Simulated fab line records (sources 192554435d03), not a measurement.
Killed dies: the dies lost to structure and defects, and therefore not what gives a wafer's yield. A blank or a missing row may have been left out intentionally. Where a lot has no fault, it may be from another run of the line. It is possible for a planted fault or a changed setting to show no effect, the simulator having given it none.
Chamber matching + flow n5 finfet + N5_BEOL_M10_ETCH_62 on rie diel-03 has 3 sister chambers
The step etches SOC in N2/H2, target depth 110 nm, overetch 22 nm, time 165 s. 3 wafers are shown with their chamber, then 6 later ones without.

## WAFERS PAIRED WITH THEIR CHAMBERS
| wafer  | chamber | showerhead plenum p Torr (Torr) |
|--------|---------|---------------------------------|
| L076.4 | 0       | 2.68                            |
| L087.1 | 2       | 2.48                            |
| L087.2 | 1       | 2.58                            |

## WAFERS WITH NO CHAMBER GIVEN
| wafer  | showerhead plenum p Torr (Torr) |
|--------|---------------------------------|
| L087.3 | 2.67                            |
| L090.3 | 2.48                            |
| L090.5 | 2.58                            |
| L090.6 | 2.66                            |
| L094.5 | 2.57                            |
| L094.6 | 2.66                            |

## WHICH CHAMBER EACH WENT THROUGH
| wafer  | from the rows above | in truth |
|--------|---------------------|----------|
| L087.3 | 0                   | 0        |
| L090.3 | 2                   | 2        |
| L090.5 | 1                   | 1        |
| L090.6 | 0                   | 0        |
| L094.5 | 1                   | 1        |
| L094.6 | 0                   | 0        |
Correct placement for 6 of the 6. Number that these rows cannot place: 0. Wrongly placed: 0.
How it was worked out, from the rows above alone: a wafer's distance from a chamber is the root of the sum, over the readings, of the square of ((its reading less the chamber's mean) divided by the reading's scatter). The wafer belongs to the nearest chamber; if the next one is less than 2 further off, it can't be placed. For every chamber, the mean is computed from those of its wafers that are shown. The scatter: with one shown wafer a chamber, the root of the mean of the squares of how far each hidden wafer lies from its nearest shown one.
